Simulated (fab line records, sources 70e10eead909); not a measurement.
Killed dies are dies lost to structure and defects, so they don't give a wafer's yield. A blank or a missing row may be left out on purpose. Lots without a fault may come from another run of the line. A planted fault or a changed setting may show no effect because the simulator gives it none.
Which tool did it? | flow nand_harc | 13 lots, 39 wafers sampled, at 6 steps of a route of 1159

WHAT THE GAUGES READ, wafer by wafer
NHARC_P_ZERO_WELL_CD_MEAS_11: target cd 500 nm. Usual: cd_nm 499.9 nm, standard deviation 2.5.
lot  | measured    | on        | cd_nm (nm)        | flag
L119 | day 1 13:16 | cd_sem-02 | 498.9 500.0 500.0 |
L120 | day 1 19:18 | cd_sem-02 | 501.8 503.6 502.2 |
L121 | day 2 01:14 | cd_sem-03 | 496.7 497.8 498.6 |
L122 | day 2 07:07 | cd_sem-03 | 506.0 500.8 502.8 |
L126 | day 3 07:07 | cd_sem-03 | 502.7 499.8 500.3 |
L128 | day 3 19:25 | cd_sem-01 | 498.7 498.4 499.8 |
L129 | day 4 01:07 | cd_sem-02 | 497.6 500.3 500.6 |
L131 | day 4 13:19 | cd_sem-03 | 498.8 495.8 494.8 |
L132 | day 4 19:21 | cd_sem-03 | 502.1 503.4 503.0 |
L133 | day 5 01:43 | cd_sem-03 | 502.5 500.5 502.8 |
L139 | day 6 13:15 | cd_sem-02 | 531.6 529.7 530.2 | OFF
L140 | day 6 19:14 | cd_sem-03 | 527.3 531.8 529.3 | OFF
L142 | day 7 07:22 | cd_sem-03 | 500.8 500.7 502.2 |

NHARC_P_ZERO_WELL_CD_MEAS_24: target cd 720 nm. Usual: cd_nm 720.5 nm, standard deviation 2.5.
lot  | measured    | on        | cd_nm (nm)        | flag
L119 | day 1 14:30 | cd_sem-03 | 722.3 718.4 725.0 |
L120 | day 1 20:31 | cd_sem-02 | 717.1 720.0 721.3 |
L121 | day 2 02:35 | cd_sem-03 | 721.2 715.4 720.5 |
L122 | day 2 08:20 | cd_sem-01 | 723.0 721.4 720.0 |
L126 | day 3 08:19 | cd_sem-03 | 714.9 723.3 721.9 |
L128 | day 3 20:46 | cd_sem-03 | 720.7 722.6 723.3 |
L129 | day 4 02:28 | cd_sem-01 | 717.8 723.6 720.7 |
L131 | day 4 14:40 | cd_sem-02 | 720.6 717.3 720.4 |
L132 | day 4 20:41 | cd_sem-01 | 715.3 714.8 717.3 |
L133 | day 5 02:56 | cd_sem-01 | 721.0 720.4 722.8 |
L139 | day 6 14:37 | cd_sem-01 | 720.6 720.8 720.5 |
L140 | day 6 20:28 | cd_sem-03 | 720.5 722.6 720.5 |
L142 | day 7 08:42 | cd_sem-02 | 722.0 720.9 723.7 |

NHARC_P_STI_OVL_MEAS_10. Usual: overlay_x_nm 1 nm, standard deviation 7.4; overlay_y_nm -2 nm, standard deviation 4.9.
lot  | measured    | on         | overlay_x_nm (nm) | overlay_y_nm (nm) | flag
L119 | day 2 07:53 | overlay-01 | 5 5 6             | -8 -9 -8          |
L120 | day 2 18:09 | overlay-02 | 9 9 10            | -5 -5 -6          |
L121 | day 2 23:41 | overlay-02 | 16 17 17          | -1 0 -1           |
L122 | day 3 05:29 | overlay-01 | -2 -2 -2          | 6 6 6             |
L126 | day 4 09:27 | overlay-01 | -4 -4 -4          | 2 1 1             |
L128 | day 4 17:14 | overlay-02 | 8 9 8             | 5 5 4             |
L129 | day 5 01:22 | overlay-01 | -5 -5 -5          | -8 -7 -7          |
L131 | day 5 11:01 | overlay-01 | -6 -6 -7          | 4 3 4             |
L132 | day 5 16:59 | overlay-02 | 13 13 13          | 5 5 4             |
L133 | day 5 23:14 | overlay-02 | -5 -5 -6          | -8 -7 -8          |
L139 | day 7 10:55 | overlay-02 | -3 -3 -2          | 6 6 6             |
L140 | day 7 18:16 | overlay-01 | -14 -14 -13       | 3 4 4             |
L142 | day 8 02:32 | overlay-01 | -5 -6 -5          | -3 -2 -3          |

NHARC_END_SORT_01. Usual: killed_at_array 27, standard deviation 11; killed_at_other 0.7, standard deviation 1.1; killed_at_periphery 3.6, standard deviation 2.4; killed_dies 32, standard deviation 11; killed_open 3.3, standard deviation 1.8; killed_short 2.1, standard deviation 1.5.
lot  | measured     | on        | killed_at_array | killed_at_other | killed_at_periphery | killed_dies | killed_open | killed_short | flag
L139 | day 24 01:50 | prober-02 | 38              | 1               | 3                   | 42          | 3           | 3            |

WHICH TOOL RAN EACH LOT (tool, then ch and the chambers of the sampled wafers, then the start)
lot  | NHARC_P_ZERO_WELL_PEB_09         | NHARC_P_ZERO_WELL_ETCH_65
L119 | litho_track-05 ch 0, day 1 13:11 | rie_diel-07 ch 0,2,3, day 1 13:31
L120 | litho_track-05 ch 0, day 1 19:13 | rie_diel-06 ch 0,1,3, day 1 19:34
L121 | litho_track-05 ch 0, day 2 01:09 | rie_diel-07 ch 2,3, day 2 01:29
L122 | litho_track-05 ch 0, day 2 07:01 | rie_diel-07 ch 0,1, day 2 07:21
L126 | litho_track-05 ch 0, day 3 07:01 | rie_diel-12 ch 0,2,3, day 3 07:21
L128 | litho_track-07 ch 0, day 3 19:20 | rie_diel-07 ch 1,2,3, day 3 19:40
L129 | litho_track-03 ch 0, day 4 01:01 | rie_diel-06 ch 1,2,3, day 4 01:22
L131 | litho_track-03 ch 0, day 4 13:14 | rie_diel-06 ch 2,3, day 4 13:34
L132 | litho_track-05 ch 0, day 4 19:16 | rie_diel-07 ch 0,1,2, day 4 19:35
L133 | litho_track-07 ch 0, day 5 01:38 | rie_diel-06 ch 0,1,2, day 5 01:58
L139 | litho_track-03 ch 0, day 6 13:10 | rie_diel-06 ch 0,1,2, day 6 13:30
L140 | litho_track-03 ch 0, day 6 19:09 | rie_diel-06 ch 1,3, day 6 19:29
L142 | litho_track-05 ch 0, day 7 07:17 | rie_diel-12 ch 1,2,3, day 7 07:38
- NHARC_P_ZERO_WELL_PEB_09: peb time 80 s.
- NHARC_P_ZERO_WELL_ETCH_65: etches the open film in N2/H2, target depth 80 nm, overetch 24 nm, time 87.88 s.

WHAT THE TOOLS THEMSELVES READ (means of the sampled wafers that have a number; where no wafer has one, the mark that the record gives instead)
NHARC_P_ZERO_WELL_PEB_09. Usual: heater_power_total_W 189.7 W, standard deviation 0.8; plate_temp_C 128.00 C, standard deviation 0.13; resist_line_temp_C 23.00 C, standard deviation 0.099.
lot  | tool           | heater_power_total_W (W) | plate_temp_C (C) | resist_line_temp_C (C) | flag
L119 | litho_track-05 | 190.2                    | 128.16           | 23.02                  |
L120 | litho_track-05 | 190.0                    | 127.96           | 23.00                  |
L121 | litho_track-05 | 189.6                    | 127.89           | 22.91                  |
L122 | litho_track-05 | 189.7                    | 127.88           | 23.11                  |
L126 | litho_track-05 | 189.8                    | 127.95           | 22.98                  |
L128 | litho_track-07 | 189.7                    | 127.94           | 22.97                  |
L129 | litho_track-03 | 188.9                    | 127.98           | 23.03                  |
L131 | litho_track-03 | 188.6                    | 128.02           | 23.02                  |
L132 | litho_track-05 | 190.2                    | 128.17           | 23.11                  |
L133 | litho_track-07 | 189.6                    | 128.10           | 22.89                  |
L139 | litho_track-03 | 202.6                    | 134.46           | 22.85                  | OFF
L140 | litho_track-03 | 201.4                    | 134.39           | 23.09                  | OFF
L142 | litho_track-05 | 189.1                    | 128.02           | 23.03                  |

NHARC_P_ZERO_WELL_ETCH_65. Usual: drypump_motor_current_A 5.7 A, standard deviation 0.45; oes_product_au 1.000 a.u., standard deviation 0.016; rf_vpp_V 430.1 V, standard deviation 2.1; showerhead_plenum_p_Torr 2.03 Torr, standard deviation 0.075; throttle_valve_pct 14.171 %, standard deviation 0.0097.
lot  | tool        | drypump_motor_current_A (A) | oes_product_au (a.u.) | rf_vpp_V (V) | showerhead_plenum_p_Torr (Torr) | throttle_valve_pct (%) | flag
L119 | rie_diel-07 | 5.7                         | 1.004                 | 429.9        | 2.02                            | 14.167                 |
L120 | rie_diel-06 | 5.3                         | 1.001                 | 429.9        | 2.04                            | 14.173                 |
L121 | rie_diel-07 | 6.0                         | 0.996                 | 428.2        | 1.95                            | 14.171                 |
L122 | rie_diel-07 | 5.5                         | 1.000                 | 430.6        | 2.07                            | 14.168                 |
L126 | rie_diel-12 | 5.7                         | 0.999                 | 430.6        | 2.04                            | 14.175                 |
L128 | rie_diel-07 | 5.8                         | 0.989                 | 429.3        | 1.98                            | 14.170                 |
L129 | rie_diel-06 | 5.7                         | 0.998                 | 429.3        | 2.00                            | 14.163                 |
L131 | rie_diel-06 | 5.5                         | 1.003                 | 431.0        | 2.05                            | 14.167                 |
L132 | rie_diel-07 | 5.6                         | 1.002                 | 430.2        | 2.04                            | 14.174                 |
L133 | rie_diel-06 | 5.6                         | 0.990                 | 428.1        | 1.99                            | 14.181                 |
L139 | rie_diel-06 | 5.6                         | 1.009                 | 429.7        | 1.99                            | 14.176                 |
L140 | rie_diel-06 | 5.4                         | 1.015                 | 430.6        | 2.04                            | 14.171                 |
L142 | rie_diel-12 | 5.9                         | 1.001                 | 430.9        | 2.05                            | 14.165                 |

THE ANSWER, worked out from the rows above alone
Rule: a lot is off if the mean of its wafers that have a number lies more than 3 standard deviations from the usual mean. A lot without any number at a reading at which 4 lots or more have one is off too. The other lots that the step has rows for count as sound. The gauges are gone through in route order, then the tools' own readings, and for those a lot's mean is taken as printed above. The first step at which some lot is off is used, and at that step the reading that is off furthest; a lot without a number counts as furthest.
Off: L139, L140, at NHARC_P_ZERO_WELL_CD_MEAS_11 (cd_nm).
A tool fits if, at a process step before that reading, it ran every lot that is off, and no sound lot after the first of them. The gauges at NHARC_P_ZERO_WELL_CD_MEAS_11 aren't tried: what is off there is off at NHARC_P_ZERO_WELL_PEB_09 too, on other tools, and a gauge's error can't cause that. One fits: litho_track-03 at NHARC_P_ZERO_WELL_PEB_09. Its last sound lot is L131 (day 4 13:14), its first lot that is off L139 (day 6 13:10): a fault that began between those two fits.
The tool's own readings at NHARC_P_ZERO_WELL_PEB_09 bear it out: on the lots that are off they differ by more than 5 times the standard deviation of the sound lots' means. heater_power_total_W reads 202.0 W there against 189.6 W on the sound lots; plate_temp_C reads 134.43 C there against 128.01 C on the sound lots.

WHAT THE SIMULATOR HAD PUT IN
Process parameter drift: litho_track-03, from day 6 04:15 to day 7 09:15, at NHARC_P_ZERO_WELL_PEB_09. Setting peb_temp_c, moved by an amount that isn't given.
Lots struck among those shown: L139, L140. The rule above found the same.
